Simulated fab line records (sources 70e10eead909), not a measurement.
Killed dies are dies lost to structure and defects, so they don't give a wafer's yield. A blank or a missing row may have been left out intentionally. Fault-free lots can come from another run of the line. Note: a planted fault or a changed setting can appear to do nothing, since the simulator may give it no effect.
A struck lot beside a sound one + flow nandHarc + 14 steps out of a route of 1159
Sound: wafers L353.1, L353.3, L353.5. Struck: wafer L363.3 (left out: L363.2, L363.5 of the same lot, which were not struck); the cause appears at the end.
Each step with rows lists, per side, the tool, then ch with its chambers, then its first start. Under that, the readings that differ: sound wafers + struck wafers + difference of the means + sigmas: that difference in standard deviations of wafers without a fault.
alike: a reading whose means differ by less than 2 such deviations, as well as words and numbers matching on both sides. not compared: withheld readings; readings where some wafer has no value; bounds like >300 that might hide an equal value; numbers whose values overlap and for which the record gives no deviation.
A row with sigmas, a row that says differs or no value, or rows on one side alone: a step with any of these is where the two part. Numbers that have no deviation but don't overlap get no sigmas and don't part them. A reading missing from all wafers of one side parts the sides only when that side holds two or more wafers.

NHARC_P_CONTACT_ETCH_35: etches the open film in CF4, target depth 39 nm, time 65 s.
  sound on rieDiel-11 ch 0,1,2, day 7 17:58; struck on rieDiel-11 ch 1, day 9 22:43
| reading              | sound                | struck | difference | sigmas |
|----------------------|----------------------|--------|------------|--------|
| throttleValvePct (%) | 13.289 13.294 13.297 | 13.271 | -0.022     | -2     |
  alike: drypumpMotorCurrentA, oesProductAu, rfVppV, showerheadPlenumPTorr
  not compared: rfHoursCounterH
then, 1 step without rows for these wafers: NHARC_P_CONTACT_ETCH_36 (etches the open film in N2/H2, target depth 260 nm, time 406.25 s).
NHARC_P_CONTACT_ETCH_18: etches the open film in C4F8/O2/Ar, target depth 481 nm, time 240.5 s.
  sound on rieDiel-11 ch 0,1,3; struck on rieDiel-11 ch 0
  alike: oesProductAu, rfVppV
  not compared: rfHoursCounterH
then, 2 steps without rows for these wafers: NHARC_P_CONTACT_STRIP_37 (strips in C4F8/O2/Ar); NHARC_P_CONTACT_ETCH_31 (etches the open film in CH3F/O2, target depth 30 nm, time 85.7 s).
NHARC_P_CONTACT_CD_MEAS_19:
  sound: cdSem-03 at day 7 18:45; struck: cdSem-03 at day 9 23:29
| reading   | sound          | struck | difference | sigmas |
|-----------|----------------|--------|------------|--------|
| cdNm (nm) | 89.2 88.0 91.3 | 87.2   | -2.3       | -2     |
NHARC_P_CONTACT_STRIP_28: strips in O2.
  sound on rieDiel-11 ch 0,1, day 7 18:49; struck on rieDiel-13 ch 2, day 9 23:35
| reading             | sound             | struck | difference | sigmas |
|---------------------|-------------------|--------|------------|--------|
| oesProductAu (a.u.) | 1.007 1.015 1.015 | 0.984  | -0.028     | -4     |
  alike: drypumpMotorCurrentA, rfVppV, showerheadPlenumPTorr, throttleValvePct
  not compared: rfHoursCounterH
then, 1 step without rows for these wafers: NHARC_P_CONTACT_STRIP_29 (strips in post etch residue remover, time 1200 s).
NHARC_P_CONTACT_DEGAS_38: time 60 s.
  sound: pvdSputter-02 at day 7 19:28; struck: pvdSputter-03 at day 10 00:14
  alike: heaterPowerW
then, 2 steps without rows for these wafers: NHARC_P_CONTACT_PRE_CLEAN_39 (time 19.5 s); NHARC_P_CONTACT_PVD_32 (deposits Ti, target thk 5 nm, time 17.7 s).
NHARC_P_CONTACT_ALD_22: deposits TiN, target thk 3 nm, pulse time 1 s, ald cycles 150.
  sound on aldMetal-04 ch 1,2, day 7 19:42; struck on aldMetal-01 ch 3, day 10 00:39
  alike: heaterPowerW, precursorPulseHeightRel
NHARC_P_CONTACT_CVD_23: deposits W, target thk 200 nm, time 557 s.
  sound on cvdW-01 ch 0,1, day 7 23:45; struck on cvdW-01 ch 0, day 10 01:47
  alike: heaterPowerW, throttleValvePct
NHARC_P_CONTACT_CMP_24: polishes, t overpolish 30 s, target thk 200 nm.
  sound on cmp-02 ch 1,2, day 8 00:25; struck on cmp-04 ch 1, day 10 02:22
| reading             | sound          | struck | difference | sigmas |
|---------------------|----------------|--------|------------|--------|
| timeToEndpointS (s) | 40.9 37.7 38.3 | 28.2   | -10.8      | -4     |
  alike: motorCurrentA, overpolishRunS, retainingRingPressureFrac

== WHERE THEY PART ==
First at NHARC_P_CONTACT_ETCH_35; last, within this record, at NHARC_P_CONTACT_CMP_24.

WHY: what the simulator had put in
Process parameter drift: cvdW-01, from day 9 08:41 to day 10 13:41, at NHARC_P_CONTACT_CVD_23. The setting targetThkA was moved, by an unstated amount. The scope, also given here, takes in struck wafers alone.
